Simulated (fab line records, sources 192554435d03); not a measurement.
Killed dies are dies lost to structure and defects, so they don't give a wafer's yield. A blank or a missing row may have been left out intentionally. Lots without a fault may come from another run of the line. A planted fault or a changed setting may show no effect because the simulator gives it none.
Which tool was responsible? :: flow n5-finfet :: Sampling: 15 lots, 45 wafers, 4 of 1938 route steps

== WHAT THE GAUGES SHOWED, per wafer ==
N5_MOL_CONTACT_COAG_CD_MEAS_08: target cd 28 nm. Usual: cd-nm at 27.95 nm, with a standard deviation of 0.25.
lot: L509
measured: day 5 01:04
on: cd-sem-01
cd-nm (nm): 27.88 28.04 28.36
flag: 

lot: L511
measured: day 5 10:49
on: cd-sem-03
cd-nm (nm): 28.00 27.63 27.59
flag: 

lot: L512
measured: day 5 15:46
on: cd-sem-02
cd-nm (nm): 27.67 28.14 28.11
flag: 

lot: L513
measured: day 5 21:13
on: cd-sem-02
cd-nm (nm): 28.33 28.27 28.13
flag: 

lot: L514
measured: day 6 06:22
on: cd-sem-01
cd-nm (nm): 27.84 27.74 27.90
flag: 

lot: L515
measured: day 6 09:58
on: cd-sem-01
cd-nm (nm): 27.49 28.06 27.76
flag: 

lot: L520
measured: day 7 18:33
on: cd-sem-01
cd-nm (nm): 27.98 27.98 27.98
flag: 

lot: L523
measured: day 8 10:17
on: cd-sem-01
cd-nm (nm): 27.95 27.84 27.70
flag: 

lot: L526
measured: day 9 06:26
on: cd-sem-01
cd-nm (nm): - - -
flag: OFF

lot: L527
measured: day 9 13:31
on: cd-sem-01
cd-nm (nm): - - -
flag: OFF

lot: L528
measured: day 9 14:57
on: cd-sem-03
cd-nm (nm): 28.00 27.87 28.17
flag: 

lot: L529
measured: day 9 21:31
on: cd-sem-03
cd-nm (nm): 27.88 27.84 27.64
flag: 

lot: L530
measured: day 10 06:25
on: cd-sem-01
cd-nm (nm): 28.19 27.47 27.85
flag: 

lot: L531
measured: day 10 10:09
on: cd-sem-03
cd-nm (nm): 27.77 28.26 27.91
flag: 

lot: L525
measured: day 10 12:19
on: cd-sem-03
cd-nm (nm): - - -
flag: OFF

== WHAT TOOL EACH LOT RAN ON (gives the tool, then ch and the chambers of the sampled wafers, and finally the start) ==
lot: L509
N5_GATE_CUT_VAPOR_ETCH_51: rie-metal-01 ch 1, day 4 19:54
N5_GATE_CUT_CMP_43: cmp-02 ch 0,3, day 4 23:56
N5_MOL_CONTACT_COAG_EXPOSE_05: euv-scanner-01 ch 0, day 5 00:57

lot: L511
N5_GATE_CUT_VAPOR_ETCH_51: rie-metal-01 ch 1, day 5 07:44
N5_GATE_CUT_CMP_43: cmp-02 ch 0,1,2, day 5 09:58
N5_MOL_CONTACT_COAG_EXPOSE_05: euv-scanner-02 ch 0, day 5 10:41

lot: L512
N5_GATE_CUT_VAPOR_ETCH_51: rie-metal-03 ch 0,1, day 5 12:34
N5_GATE_CUT_CMP_43: cmp-01 ch 0,3, day 5 14:34
N5_MOL_CONTACT_COAG_EXPOSE_05: euv-scanner-01 ch 0, day 5 15:39

lot: L513
N5_GATE_CUT_VAPOR_ETCH_51: rie-metal-01 ch 1, day 5 18:02
N5_GATE_CUT_CMP_43: cmp-02 ch 0,1,3, day 5 20:10
N5_MOL_CONTACT_COAG_EXPOSE_05: euv-scanner-02 ch 0, day 5 21:05

lot: L514
N5_GATE_CUT_VAPOR_ETCH_51: rie-metal-03 ch 0, day 6 03:19
N5_GATE_CUT_CMP_43: cmp-03 ch 0,1,3, day 6 05:31
N5_MOL_CONTACT_COAG_EXPOSE_05: euv-scanner-02 ch 0, day 6 06:14

lot: L515
N5_GATE_CUT_VAPOR_ETCH_51: rie-metal-01 ch 1, day 6 06:54
N5_GATE_CUT_CMP_43: cmp-01 ch 1,2,3, day 6 08:57
N5_MOL_CONTACT_COAG_EXPOSE_05: euv-scanner-02 ch 0, day 6 09:50

lot: L520
N5_GATE_CUT_VAPOR_ETCH_51: rie-metal-03 ch 0,1, day 7 15:23
N5_GATE_CUT_CMP_43: cmp-01 ch 0,2, day 7 17:30
N5_MOL_CONTACT_COAG_EXPOSE_05: euv-scanner-02 ch 0, day 7 18:25

lot: L523
N5_GATE_CUT_VAPOR_ETCH_51: rie-metal-01 ch 0, day 8 07:16
N5_GATE_CUT_CMP_43: cmp-02 ch 0,1, day 8 09:17
N5_MOL_CONTACT_COAG_EXPOSE_05: euv-scanner-01 ch 0, day 8 10:10

lot: L526
N5_GATE_CUT_VAPOR_ETCH_51: rie-metal-02 ch 0,1, day 9 02:46
N5_GATE_CUT_CMP_43: cmp-02 ch 0,2,3, day 9 05:11
N5_MOL_CONTACT_COAG_EXPOSE_05: euv-scanner-01, day 9 06:19

lot: L527
N5_GATE_CUT_VAPOR_ETCH_51: rie-metal-02 ch 0, day 9 10:29
N5_GATE_CUT_CMP_43: cmp-01 ch 0,3, day 9 12:31
N5_MOL_CONTACT_COAG_EXPOSE_05: euv-scanner-01, day 9 13:24

lot: L528
N5_GATE_CUT_VAPOR_ETCH_51: rie-metal-03 ch 0,1, day 9 11:54
N5_GATE_CUT_CMP_43: cmp-01 ch 0,1,3, day 9 14:00
N5_MOL_CONTACT_COAG_EXPOSE_05: euv-scanner-01 ch 0, day 9 14:49

lot: L529
N5_GATE_CUT_VAPOR_ETCH_51: rie-metal-03 ch 0,1, day 9 18:19
N5_GATE_CUT_CMP_43: cmp-03 ch 0,1,2, day 9 20:33
N5_MOL_CONTACT_COAG_EXPOSE_05: euv-scanner-02 ch 0, day 9 21:23

lot: L530
N5_GATE_CUT_VAPOR_ETCH_51: rie-metal-02 ch 1, day 10 02:37
N5_GATE_CUT_CMP_43: cmp-01 ch 0,2,3, day 10 04:41
N5_MOL_CONTACT_COAG_EXPOSE_05: euv-scanner-01 ch 0, day 10 06:17

lot: L531
N5_GATE_CUT_VAPOR_ETCH_51: rie-metal-03 ch 0,1, day 10 07:01
N5_GATE_CUT_CMP_43: cmp-02 ch 0,2,3, day 10 09:10
N5_MOL_CONTACT_COAG_EXPOSE_05: euv-scanner-02 ch 0, day 10 10:02

lot: L525
N5_GATE_CUT_VAPOR_ETCH_51: rie-metal-03 ch 0,1, day 10 09:17
N5_GATE_CUT_CMP_43: cmp-03 ch 0,2,3, day 10 11:23
N5_MOL_CONTACT_COAG_EXPOSE_05: euv-scanner-02, day 10 12:12
- N5_GATE_CUT_VAPOR_ETCH_51: etches HfO2 in BCl3/Cl2.
- N5_GATE_CUT_CMP_43: polishes SiO2.
- N5_MOL_CONTACT_COAG_EXPOSE_05: exposes mask CA, defocus 0 nm.

== AS READ BY THE TOOLS THEMSELVES (means over the sampled wafers that have a number; for cases with no such wafer, the mark the record gives instead) ==
N5_GATE_CUT_VAPOR_ETCH_51. Usual: drypump-motor-current-A 5.6 A, standard deviation 0.43; oes-product-au 0.72 a.u., standard deviation 0.069.
lot: L509
tool: rie-metal-01
drypump-motor-current-A (A): 5.7
oes-product-au (a.u.): 0.78
flag: 

lot: L511
tool: rie-metal-01
drypump-motor-current-A (A): 5.7
oes-product-au (a.u.): 0.78
flag: 

lot: L512
tool: rie-metal-03
drypump-motor-current-A (A): 5.5
oes-product-au (a.u.): 0.70
flag: 

lot: L513
tool: rie-metal-01
drypump-motor-current-A (A): 5.6
oes-product-au (a.u.): 0.77
flag: 

lot: L514
tool: rie-metal-03
drypump-motor-current-A (A): 5.7
oes-product-au (a.u.): 0.63
flag: 

lot: L515
tool: rie-metal-01
drypump-motor-current-A (A): 5.7
oes-product-au (a.u.): 0.77
flag: 

lot: L520
tool: rie-metal-03
drypump-motor-current-A (A): 5.5
oes-product-au (a.u.): 0.69
flag: 

lot: L523
tool: rie-metal-01
drypump-motor-current-A (A): 5.7
oes-product-au (a.u.): 0.70
flag: 

lot: L526
tool: rie-metal-02
drypump-motor-current-A (A): 5.6
oes-product-au (a.u.): 0.68
flag: 

lot: L527
tool: rie-metal-02
drypump-motor-current-A (A): 5.1
oes-product-au (a.u.): 0.69
flag: 

lot: L528
tool: rie-metal-03
drypump-motor-current-A (A): 5.4
oes-product-au (a.u.): 0.67
flag: 

lot: L529
tool: rie-metal-03
drypump-motor-current-A (A): 5.5
oes-product-au (a.u.): 0.68
flag: 

lot: L530
tool: rie-metal-02
drypump-motor-current-A (A): 6.5
oes-product-au (a.u.): 0.68
flag: 

lot: L531
tool: rie-metal-03
drypump-motor-current-A (A): 5.2
oes-product-au (a.u.): 0.74
flag: 

lot: L525
tool: rie-metal-03
drypump-motor-current-A (A): 5.5
oes-product-au (a.u.): 0.68
flag: 

N5_GATE_CUT_CMP_43. Usual: motor-current-A 12.3 A, standard deviation 1.2; slurry-filter-dp-kPa 13.52 kPa, standard deviation 0.15.
lot: L509
tool: cmp-02
motor-current-A (A): 12.3
slurry-filter-dp-kPa (kPa): 13.43
flag: 

lot: L511
tool: cmp-02
motor-current-A (A): 12.4
slurry-filter-dp-kPa (kPa): 13.50
flag: 

lot: L512
tool: cmp-01
motor-current-A (A): 13.0
slurry-filter-dp-kPa (kPa): 13.45
flag: 

lot: L513
tool: cmp-02
motor-current-A (A): 12.6
slurry-filter-dp-kPa (kPa): 13.59
flag: 

lot: L514
tool: cmp-03
motor-current-A (A): 11.9
slurry-filter-dp-kPa (kPa): 13.58
flag: 

lot: L515
tool: cmp-01
motor-current-A (A): 12.3
slurry-filter-dp-kPa (kPa): 13.39
flag: 

lot: L520
tool: cmp-01
motor-current-A (A): 14.1
slurry-filter-dp-kPa (kPa): 13.40
flag: 

lot: L523
tool: cmp-02
motor-current-A (A): 13.1
slurry-filter-dp-kPa (kPa): 13.62
flag: 

lot: L526
tool: cmp-02
motor-current-A (A): 12.0
slurry-filter-dp-kPa (kPa): 13.64
flag: 

lot: L527
tool: cmp-01
motor-current-A (A): 11.8
slurry-filter-dp-kPa (kPa): 13.68
flag: 

lot: L528
tool: cmp-01
motor-current-A (A): 11.7
slurry-filter-dp-kPa (kPa): 13.57
flag: 

lot: L529
tool: cmp-03
motor-current-A (A): 12.0
slurry-filter-dp-kPa (kPa): 13.57
flag: 

lot: L530
tool: cmp-01
motor-current-A (A): 13.1
slurry-filter-dp-kPa (kPa): 13.36
flag: 

lot: L531
tool: cmp-02
motor-current-A (A): 12.3
slurry-filter-dp-kPa (kPa): 13.47
flag: 

lot: L525
tool: cmp-03
motor-current-A (A): 11.6
slurry-filter-dp-kPa (kPa): 13.32
flag: 

N5_MOL_CONTACT_COAG_EXPOSE_05. Usual: exposure-dose-mJ-cm2 38.23, standard deviation 0.039; focus-offset-nm -0.1 nm, standard deviation 0.57.
lot: L509
tool: euv-scanner-01
exposure-dose-mJ-cm2: 38.22
focus-offset-nm (nm): 0.7
flag: 

lot: L511
tool: euv-scanner-02
exposure-dose-mJ-cm2: 38.20
focus-offset-nm (nm): -0.1
flag: 

lot: L512
tool: euv-scanner-01
exposure-dose-mJ-cm2: 38.22
focus-offset-nm (nm): -1.0
flag: 

lot: L513
tool: euv-scanner-02
exposure-dose-mJ-cm2: 38.16
focus-offset-nm (nm): -0.0
flag: 

lot: L514
tool: euv-scanner-02
exposure-dose-mJ-cm2: 38.23
focus-offset-nm (nm): -0.4
flag: 

lot: L515
tool: euv-scanner-02
exposure-dose-mJ-cm2: 38.19
focus-offset-nm (nm): -0.6
flag: 

lot: L520
tool: euv-scanner-02
exposure-dose-mJ-cm2: 38.22
focus-offset-nm (nm): -0.4
flag: 

lot: L523
tool: euv-scanner-01
exposure-dose-mJ-cm2: 38.24
focus-offset-nm (nm): -0.4
flag: 

lot: L526
tool: euv-scanner-01
exposure-dose-mJ-cm2: -
focus-offset-nm (nm): -
flag: OFF

lot: L527
tool: euv-scanner-01
exposure-dose-mJ-cm2: -
focus-offset-nm (nm): -
flag: OFF

lot: L528
tool: euv-scanner-01
exposure-dose-mJ-cm2: 38.21
focus-offset-nm (nm): 0.2
flag: 

lot: L529
tool: euv-scanner-02
exposure-dose-mJ-cm2: 38.23
focus-offset-nm (nm): 0.8
flag: 

lot: L530
tool: euv-scanner-01
exposure-dose-mJ-cm2: 38.31
focus-offset-nm (nm): 0.0
flag: 

lot: L531
tool: euv-scanner-02
exposure-dose-mJ-cm2: 38.30
focus-offset-nm (nm): 0.1
flag: 

lot: L525
tool: euv-scanner-02
exposure-dose-mJ-cm2: -
focus-offset-nm (nm): -
flag: OFF

== THE ANSWER, worked out from the rows above alone ==
Rule: a lot counts as off when the mean over its wafers that have a number is more than 3 standard deviations away from the usual mean. Also off: a lot with no number at a reading for which 4 or more lots have one. The other lots that the step has rows for count as sound. After the gauges, taken in route order, come the tools' own readings; for these a lot's mean is taken, as printed above. The first step at which some lot is off is used, and at that step the reading that is off furthest; a lot without a number counts as furthest.
Off: L526, L527, L525 (N5_MOL_CONTACT_COAG_CD_MEAS_08, cd-nm). Without a number there: L526, L527, L525.
If a tool, at a process step before that reading, ran all the lots that are off and no sound lot after the first of them, it fits. Not tried: the gauges at N5_MOL_CONTACT_COAG_CD_MEAS_08; whatever is off there is also off at N5_MOL_CONTACT_COAG_EXPOSE_05, on other tools, and gauge error can't account for it. None of those tried fits.

== WHAT THE SIMULATOR HAD INSERTED ==
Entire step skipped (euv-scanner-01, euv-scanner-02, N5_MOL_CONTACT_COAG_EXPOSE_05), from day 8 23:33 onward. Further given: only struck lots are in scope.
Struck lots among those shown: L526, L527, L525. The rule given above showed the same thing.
